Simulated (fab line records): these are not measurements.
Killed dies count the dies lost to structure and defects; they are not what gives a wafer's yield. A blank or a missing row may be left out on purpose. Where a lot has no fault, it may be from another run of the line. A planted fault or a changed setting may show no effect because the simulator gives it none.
Matching of chambers :: flow nand-harc :: NHARC_A_CONTACT_ALD_18 on ald-metal-04 has 4 sister chambers
The step deposits TiN, target thk 3 nm, pulse time 1 s, ald cycles 150. 8 wafers are shown with their chamber, then 8 later ones without.

## WAFERS, EACH WITH ITS CHAMBER
wafer: L954.3
chamber: 1
heater-power-w (W): 1025
precursor-pulse-height-rel: 0.982

wafer: L954.5
chamber: 0
heater-power-w (W): 1146
precursor-pulse-height-rel: 0.993

wafer: L956.2
chamber: 1
heater-power-w (W): 1037
precursor-pulse-height-rel: 0.971

wafer: L956.5
chamber: 2
heater-power-w (W): 1110
precursor-pulse-height-rel: 1.015

wafer: L958.4
chamber: 3
heater-power-w (W): 1169
precursor-pulse-height-rel: 1.014

wafer: L958.5
chamber: 3
heater-power-w (W): 1160
precursor-pulse-height-rel: 0.999

wafer: L958.6
chamber: 0
heater-power-w (W): 1126
precursor-pulse-height-rel: 0.999

wafer: L961.1
chamber: 2
heater-power-w (W): 1112
precursor-pulse-height-rel: 1.002

## WAFERS WHOSE CHAMBER IS MISSING
wafer: L961.2
heater-power-w (W): 1034
precursor-pulse-height-rel: 1.032

wafer: L961.3
heater-power-w (W): 1160
precursor-pulse-height-rel: 1.027

wafer: L962.1
heater-power-w (W): 955
precursor-pulse-height-rel: 1.013

wafer: L962.2
heater-power-w (W): 1219
precursor-pulse-height-rel: 0.987

wafer: L962.3
heater-power-w (W): 1123
precursor-pulse-height-rel: 1.053

wafer: L971.1
heater-power-w (W): 1216
precursor-pulse-height-rel: 1.017

wafer: L971.2
heater-power-w (W): 1160
precursor-pulse-height-rel: 1.013

wafer: L971.3
heater-power-w (W): 945
precursor-pulse-height-rel: 0.985

## WHICH CHAMBER EACH WENT THROUGH
wafer: L961.2
from the rows above: 1
in truth: 1

wafer: L961.3
from the rows above: 3
in truth: 3

wafer: L962.1
from the rows above: 1
in truth: 1

wafer: L962.2
from the rows above: 3
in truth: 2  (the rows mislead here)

wafer: L962.3
from the rows above: can't be placed: 2 or 0 or 3
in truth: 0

wafer: L971.1
from the rows above: 3
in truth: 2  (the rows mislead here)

wafer: L971.2
from the rows above: 3
in truth: 3

wafer: L971.3
from the rows above: 1
in truth: 1
Correct placement for 5 of the 8. These rows do not allow placing 1 (true chamber among the candidates in 1). 2 placed wrongly.
How it was worked out, from the rows above alone: a wafer's distance from a chamber is the root of the sum, over the readings, of the square of ((its reading less the chamber's mean) divided by the reading's scatter). If the next closest chamber is less than 2 further off than the closest, the wafer can't be placed; otherwise it belongs to the closest. A chamber's mean is the mean of its shown wafers. The scatter: the root of (the sum of the squares of (reading less its chamber's mean) over the shown wafers, divided by (wafers less chambers)).
